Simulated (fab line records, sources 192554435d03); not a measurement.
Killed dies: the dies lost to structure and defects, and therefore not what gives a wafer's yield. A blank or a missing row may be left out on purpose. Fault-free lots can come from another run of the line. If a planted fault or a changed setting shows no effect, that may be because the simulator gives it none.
Matching of chambers | flow n5-finfet | N5_BEOL_M0_SAQP_PECVD_96 on pecvd-04 has 3 sister chambers
The step deposits a-Si from SiH4/He, target thk 45 nm, time 45.2 s. 16 wafers are shown with their chamber, then 8 later ones without.

## EACH WAFER AND ITS CHAMBER
wafer  | chamber | showerhead-plenum-p-Torr (Torr) | throttle-valve-pct (%) | heater-power-w (W)
L695.3 | 0       | 5.49                            | 18.6                   | 491
L695.5 | 2       | 5.66                            | 21.2                   | 486
L695.6 | 0       | 5.48                            | 18.8                   | 491
L697.1 | 1       | 5.67                            | 18.2                   | 558
L697.5 | 1       | 5.67                            | 18.2                   | 536
L697.6 | 0       | 5.49                            | 18.7                   | 564
L700.1 | 2       | 5.67                            | 21.5                   | 454
L700.2 | 1       | 5.67                            | 18.1                   | 530
L700.5 | 0       | 5.47                            | 18.7                   | 575
L702.2 | 0       | 5.47                            | 18.8                   | 543
L702.4 | 0       | 5.49                            | 18.6                   | 554
L702.5 | 1       | 5.68                            | 18.0                   | 524
L703.1 | 1       | 5.67                            | 18.2                   | 530
L703.2 | 0       | 5.48                            | 18.9                   | 566
L703.5 | 0       | 5.47                            | 18.7                   | 580
L710.1 | 1       | 5.67                            | 18.4                   | 514

SIGNATURES (averages over the wafers above)
reading                  | chamber 0 | chamber 1 | chamber 2 | scatter within a chamber
showerhead-plenum-p-Torr | 5.4800    | 5.6717    | 5.6650    | 0.00751
throttle-valve-pct       | 18.725    | 18.183    | 21.350    | 0.127
heater-power-w           | 545.50    | 532.00    | 470.00    | 28.3
Rule: for each reading, subtract the chamber's mean from the wafer's reading, divide by that reading's scatter and square the result; add these up over the readings and take the root, which gives the wafer's distance from the chamber. The wafer belongs to the nearest chamber; if the next one is less than 2 further off, it can't be placed. The scatter: the root of (the sum of the squares of (reading less its chamber's mean) over the shown wafers, divided by (wafers less chambers)).

## WAFERS WITH NO CHAMBER GIVEN
wafer  | showerhead-plenum-p-Torr (Torr) | throttle-valve-pct (%) | heater-power-w (W)
L710.4 | 5.49                            | 18.6                   | 580
L710.5 | 5.49                            | 19.0                   | 582
L711.1 | 5.48                            | 19.1                   | 567
L711.4 | 5.49                            | 18.9                   | 552
L711.5 | 5.66                            | 18.5                   | 561
L713.1 | 5.68                            | 18.0                   | 468
L713.4 | 5.49                            | 18.6                   | 568
L713.6 | 5.49                            | 18.8                   | 573

## WHICH CHAMBER EACH ONE RAN IN
wafer  | from the rows above | in truth
L710.4 | 0                   | 0
L710.5 | 0                   | 0
L711.1 | 0                   | 0
L711.4 | 0                   | 0
L711.5 | 1                   | 1
L713.1 | 1                   | 1
L713.4 | 0                   | 0
L713.6 | 0                   | 0
Placed correctly: 8 of 8. Left unplaced by these rows: 0. Wrongly placed: 0.
